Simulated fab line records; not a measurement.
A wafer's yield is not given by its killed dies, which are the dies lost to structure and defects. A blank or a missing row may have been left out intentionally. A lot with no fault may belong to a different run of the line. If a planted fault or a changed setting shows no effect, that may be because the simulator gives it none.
Chamber matching    flow n5-finfet    4 sister chambers for N5_BEOL_M3_ALD_98 on ald-sin-04
The step deposits SiO2, target thk 2.5 nm, pulse time 1 s, co reactant pulse time 1 s. 20 wafers are shown with their chamber, then 10 later ones without.

## WAFERS, EACH WITH ITS CHAMBER
wafer   chamber  heater-power-w (W)  precursor-pulse-height-rel
L074.1  1        87                  0.977
L074.4  2        79                  0.996
L074.5  2        81                  1.015
L075.2  0        75                  0.987
L075.3  2        81                  0.998
L075.6  1        86                  0.999
L082.1  1        86                  0.962
L082.2  2        82                  1.030
L082.3  3        63                  1.014
L082.4  0        75                  1.013
L082.5  3        63                  0.985
L082.6  0        75                  0.988
L085.2  2        82                  1.013
L085.3  3        65                  0.977
L085.4  1        88                  1.006
L087.2  1        85                  1.002
L087.4  2        82                  0.989
L087.6  3        61                  0.990
L089.1  2        79                  0.953
L089.2  3        63                  0.994

SIGNATURES, as means of the wafers listed above
reading                     chamber 0  chamber 1  chamber 2  chamber 3  scatter within a chamber
heater-power-w              75.00      86.40      80.86      63.00      1.23
precursor-pulse-height-rel  0.99600    0.98920    0.99914    0.99200    0.0198
Rule: a wafer lies at a distance from a chamber equal to the root of the sum of squares, over the readings, of (its reading less the chamber's mean, divided by the reading's scatter). The wafer belongs to the nearest chamber; if the next one is less than 2 further off, it can't be placed. The scatter: the root of (the sum of the squares of (reading less its chamber's mean) over the shown wafers, divided by (wafers less chambers)).

## WAFERS WHOSE CHAMBER IS MISSING
wafer   heater-power-w (W)  precursor-pulse-height-rel
L089.3  87                  1.023
L090.2  81                  0.987
L090.3  64                  0.991
L090.4  85                  1.041
L091.2  81                  1.057
L091.3  63                  1.017
L091.5  87                  0.998
L096.1  90                  0.997
L096.3  64                  0.978
L096.5  88                  0.992

## CHAMBER TAKEN BY EACH
wafer   from the rows above      in truth
L089.3  1                        1
L090.2  2                        2
L090.3  3                        3
L090.4  can't be placed: 1 or 2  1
L091.2  2                        2
L091.3  3                        3
L091.5  1                        1
L096.1  1                        1
L096.3  3                        3
L096.5  1                        1
Correctly placed: 9 of 10. From these rows, 1 cannot be placed; in 1 the true chamber is one of the candidates. Number placed wrongly: 0.
